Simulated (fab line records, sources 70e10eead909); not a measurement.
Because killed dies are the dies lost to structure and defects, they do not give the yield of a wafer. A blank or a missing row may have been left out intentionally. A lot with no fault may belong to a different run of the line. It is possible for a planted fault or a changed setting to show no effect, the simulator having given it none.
Chamber matching    flow nand_harc    NHARC_A_STAIRCASE_TRIM_220 on rie_diel-01 has 4 sister chambers
The step chemistry O2, time 211.2 s. 16 wafers are shown with their chamber, then 8 later ones without.

EACH WAFER AND ITS CHAMBER
wafer   chamber  drypump_motor_current_A (A)  showerhead_plenum_p_Torr (Torr)  oes_product_au (a.u.)
L074.3  1        6.3                          3.30                             1.012
L074.4  2        5.7                          3.54                             1.010
L074.5  1        6.3                          3.30                             1.010
L077.1  2        5.7                          3.54                             1.007
L077.4  0        5.7                          3.42                             1.018
L077.5  0        5.7                          3.42                             1.025
L078.3  2        5.7                          3.54                             0.999
L078.5  3        6.3                          3.53                             1.009
L078.6  0        5.7                          3.42                             1.019
L080.3  1        6.2                          3.29                             0.992
L080.4  0        5.7                          3.42                             1.022
L080.6  1        6.3                          3.29                             0.998
L088.4  3        6.3                          3.51                             1.014
L088.5  1        6.3                          3.28                             1.015
L088.6  2        5.7                          3.52                             0.994
L090.3  1        6.3                          3.28                             0.994

SIGNATURES (averages over the wafers above)
reading                   chamber 0  chamber 1  chamber 2  chamber 3  scatter within a chamber
drypump_motor_current_A   5.700      6.283      5.700      6.300      0.0264
showerhead_plenum_p_Torr  3.4200     3.2900     3.5350     3.5200     0.00866
oes_product_au            1.02100    1.00350    1.00250    1.01150    0.00765
Rule: distance of a wafer from a chamber = root of the sum over the readings of ((wafer's reading minus chamber's mean) / reading's scatter) squared. If the next closest chamber is less than 2 further off than the closest, the wafer can't be placed; otherwise it belongs to the closest. The scatter: the root of (the sum of the squares of (reading less its chamber's mean) over the shown wafers, divided by (wafers less chambers)).

WAFERS WITHOUT THEIR CHAMBER
wafer   drypump_motor_current_A (A)  showerhead_plenum_p_Torr (Torr)  oes_product_au (a.u.)
L090.4  6.3                          3.51                             0.998
L090.5  6.3                          3.51                             1.011
L092.1  5.7                          3.40                             1.022
L092.2  6.3                          3.50                             1.007
L092.3  5.7                          3.51                             1.001
L095.2  5.7                          3.39                             1.017
L095.4  6.4                          3.50                             1.015
L095.6  6.3                          3.50                             1.012

THE CHAMBER EACH PASSED THROUGH
wafer   from the rows above  in truth
L090.4  3                    3
L090.5  3                    3
L092.1  0                    0
L092.2  3                    3
L092.3  2                    2
L095.2  0                    0
L095.4  3                    3
L095.6  3                    3
Placed correctly: 8 of 8. Can't be placed from these rows: 0. Placed wrongly: 0.
